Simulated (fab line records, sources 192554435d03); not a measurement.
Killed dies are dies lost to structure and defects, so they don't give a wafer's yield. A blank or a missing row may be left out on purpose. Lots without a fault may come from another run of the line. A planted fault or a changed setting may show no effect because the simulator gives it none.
Split-lot experiment | flow n5_finfet | 7 lots, 21 wafers read, on a route of 1938 steps

THE SPLIT
At N5_WELL_APT_PEB_23 (peb time 90 s), the setting peb_temp_c was moved away from the recipe's 130 C on 8 of the 21 wafers read, by -2.8% to +0.8%. The other wafers ran this setting at the recipe's value.

FROM THE SPLIT TO THE READING: what the file shows between them, 2 steps
- N5_WELL_APT_DEVELOP_24: develop time 45 s
- N5_WELL_APT_HARDBAKE_29: time 120 s

THE READING
cd_nm, in nm, at N5_WELL_APT_CD_MEAS_25 (target cd 200 nm). Fault-free wafers of this fab line usually give 200.3 nm, standard deviation 2.7 nm.

wafer  | tool, chamber at the split | peb_temp_c as run, C | against the recipe | cd_nm, nm | against lot-mates on the recipe
L078.1 | litho_track-03, 0          | 131                  | +0.8%              | 210.9     | +10.2
L078.4 | litho_track-03, 0          | 130                  | recipe             | 200.2     | -
L078.5 | litho_track-03, 0          | 130                  | recipe             | 201.2     | -
L079.1 | litho_track-01, 0          | 130                  | recipe             | 200.8     | -
L079.4 | litho_track-01, 0          | 130                  | recipe             | 199.3     | -
L079.6 | litho_track-01, 0          | 130                  | recipe             | 197.6     | -
L082.2 | litho_track-01, 0          | 127.5                | -1.9%              | 184.0     | -13.3
L082.5 | litho_track-01, 0          | 130                  | recipe             | 197.3     | -
L082.6 | litho_track-01, 0          | 127.5                | -1.9%              | 181.2     | -16.1
L084.3 | litho_track-02, 0          | 130                  | recipe             | 207.1     | -
L084.4 | litho_track-02, 0          | 128.6                | -1.1%              | 192.9     | -9.3
L084.5 | litho_track-02, 0          | 130                  | recipe             | 197.3     | -
L088.3 | litho_track-02, 0          | 128.9                | -0.8%              | 200.3     | no lot-mate on the recipe
L088.5 | litho_track-02, 0          | 128.9                | -0.8%              | 200.5     | no lot-mate on the recipe
L088.6 | litho_track-02, 0          | 128.9                | -0.8%              | 196.1     | no lot-mate on the recipe
L089.2 | litho_track-03, 0          | 130                  | recipe             | 200.2     | -
L089.5 | litho_track-03, 0          | 130                  | recipe             | 200.9     | -
L089.6 | litho_track-03, 0          | 130                  | recipe             | 199.3     | -
L090.1 | litho_track-02, 0          | 126.4                | -2.8%              | 166.7     | -23.1
L090.3 | litho_track-02, 0          | 130                  | recipe             | 192.7     | -
L090.4 | litho_track-02, 0          | 130                  | recipe             | 186.9     | -

THE FIT
A straight line over all 21 wafers: cd_nm changes by +9.44 nm for each +1% of peb_temp_c; r = +0.84; the points scatter about the line by 5.3 nm.
The same after taking each lot's own level away (the mean of its wafers on the recipe; 18 wafers): +8.37 nm for each +1%; r = +0.96; scatter 2.4 nm.
On that fit, the largest move of peb_temp_c shifts the reading by 23 nm.
The lots' own levels span 189.80 to 202.20 nm, that is 4.6 times the standard deviation above.
So the lot-to-lot level changes the slope: the two fits differ.
Check: with one of the wafers moved furthest among these (-2.8%) left out of the fit, the line predicts -22.6 nm for it against its lot-mates. It came out at -23.1 nm against them.

THE WHOLE CHAIN: every reading that the file lists as answering this split, in the file's order
step                   | what it does             | reading                                                         | change (the file's fit)              | r (the file's)
N5_WELL_APT_CD_MEAS_25 | target cd 200 nm         | cd_nm                                                           | +8.39 nm for each +1% of the setting | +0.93
N5_WELL_APT_DESCUM_30  | chemistry O2, time 7.9 s | WELL_APT.cd_nm (the simulator's own value, which no gauge read) | +8.2 nm for each +1% of the setting  | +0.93

THE FILE'S OWN FIT
cd_nm changes by +8.39 nm for each +1% of peb_temp_c, r = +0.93.
